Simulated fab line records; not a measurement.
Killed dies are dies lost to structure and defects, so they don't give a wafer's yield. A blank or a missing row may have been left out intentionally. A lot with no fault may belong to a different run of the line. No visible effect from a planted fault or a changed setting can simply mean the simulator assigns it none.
Matching of chambers ; flow nand_harc ; rie_diel-07 running NHARC_P_M1_STRIP_18: 4 sister chambers
The step strips in N2/H2. 22 wafers are shown with their chamber, then 11 later ones without.

== EACH WAFER AND ITS CHAMBER ==
wafer;chamber;drypump_motor_current_A (A);showerhead_plenum_p_Torr (Torr);oes_product_au (a.u.)
L074.1;0;6.6;1.94;1.011
L074.2;1;5.3;1.97;1.009
L074.6;3;6.2;2.07;1.025
L075.1;2;5.2;1.95;0.980
L075.4;1;5.3;1.97;1.002
L075.5;0;6.6;1.94;1.013
L077.2;1;5.3;1.97;1.018
L077.4;3;6.2;2.07;1.032
L077.5;3;6.2;2.07;1.028
L079.2;0;6.6;1.94;1.011
L079.4;3;6.3;2.07;1.015
L079.5;1;5.3;1.97;1.014
L081.1;0;6.6;1.94;1.022
L081.4;3;6.3;2.06;1.028
L081.5;3;6.2;2.06;1.034
L082.3;0;6.6;1.94;1.005
L082.4;1;5.3;1.97;1.016
L082.5;2;5.2;1.95;0.989
L089.2;3;6.2;2.06;1.039
L089.4;0;6.6;1.94;1.028
L089.5;3;6.2;2.06;1.045
L088.2;0;6.6;1.94;1.025

SIGNATURES (averages over the wafers above)
reading;chamber 0;chamber 1;chamber 2;chamber 3;scatter within a chamber
drypump_motor_current_A;6.600;5.300;5.200;6.225;0.0289
showerhead_plenum_p_Torr;1.9400;1.9700;1.9500;2.0650;0.00333
oes_product_au;1.01643;1.01180;0.98450;1.03075;0.00825
Rule: a wafer lies at a distance from a chamber equal to the root of the sum of squares, over the readings, of (its reading less the chamber's mean, divided by the reading's scatter). If the next closest chamber is less than 2 further off than the closest, the wafer can't be placed; otherwise it belongs to the closest. The scatter: the root of (the sum of the squares of (reading less its chamber's mean) over the shown wafers, divided by (wafers less chambers)).

== WAFERS WITHOUT THEIR CHAMBER ==
wafer;drypump_motor_current_A (A);showerhead_plenum_p_Torr (Torr);oes_product_au (a.u.)
L088.5;6.2;2.06;1.027
L088.6;5.2;1.95;0.989
L090.2;5.2;1.95;0.987
L090.4;6.2;2.06;1.029
L090.5;6.2;2.06;1.024
L091.2;6.6;1.94;1.020
L091.3;6.2;2.06;1.025
L091.4;5.3;1.95;0.983
L093.1;6.6;1.94;1.011
L093.2;5.2;1.95;1.003
L093.5;5.3;1.96;0.998

== EACH ONE'S CHAMBER ==
wafer;from the rows above;in truth
L088.5;3;3
L088.6;2;2
L090.2;2;2
L090.4;3;3
L090.5;3;3
L091.2;0;0
L091.3;3;3
L091.4;2;2
L093.1;0;0
L093.2;2;2
L093.5;can't be placed: 1 or 2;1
Correctly placed: 10 of 11. Not placeable from these rows: 1 (in 1, the candidates include the true chamber). Number placed wrongly: 0.
